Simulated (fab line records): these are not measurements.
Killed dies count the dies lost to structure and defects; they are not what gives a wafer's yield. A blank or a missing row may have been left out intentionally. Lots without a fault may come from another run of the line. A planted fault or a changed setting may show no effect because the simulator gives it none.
Chamber matching	flow nand harc	pecvd-03 running NHARC_A_M1_DEP_33: 3 sister chambers
The step deposits SiCN, target thk 30 nm. 6 wafers are shown with their chamber, then 11 later ones without.

== EACH WAFER AND ITS CHAMBER ==
wafer	chamber	heater power w (W)
L083.1	1	583
L082.5	1	511
L081.6	0	513
L087.4	2	506
L087.5	2	500
L090.3	0	517

== WAFERS WHOSE CHAMBER IS MISSING ==
wafer	heater power w (W)
L090.5	521
L090.6	488
L091.1	440
L091.3	449
L091.4	520
L092.4	520
L092.5	511
L092.6	513
L095.1	522
L095.4	549
L095.6	522

== WHICH CHAMBER EACH WENT THROUGH ==
wafer	from the rows above	in truth
L090.5	can't be placed: 0 or 2 or 1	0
L090.6	can't be placed: 2 or 0 or 1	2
L091.1	can't be placed: 2 or 0 or 1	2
L091.3	can't be placed: 2 or 0 or 1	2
L091.4	can't be placed: 0 or 2 or 1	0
L092.4	can't be placed: 0 or 2 or 1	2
L092.5	can't be placed: 0 or 2 or 1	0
L092.6	can't be placed: 0 or 2 or 1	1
L095.1	can't be placed: 0 or 2 or 1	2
L095.4	can't be placed: 1 or 0 or 2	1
L095.6	can't be placed: 0 or 2 or 1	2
Placed correctly: 0 of 11. These rows do not allow placing 11 (true chamber among the candidates in 11). 0 placed wrongly.
How it was worked out, from the rows above alone: a wafer's distance from a chamber is the root of the sum, over the readings, of the square of ((its reading less the chamber's mean) divided by the reading's scatter). The wafer belongs to the nearest chamber; if the next one is less than 2 further off, it can't be placed. Each chamber's mean is taken over the wafers shown for it. The scatter: take each reading less its chamber's mean, square it, sum over the shown wafers, divide by the number of wafers less the number of chambers, and take the root.
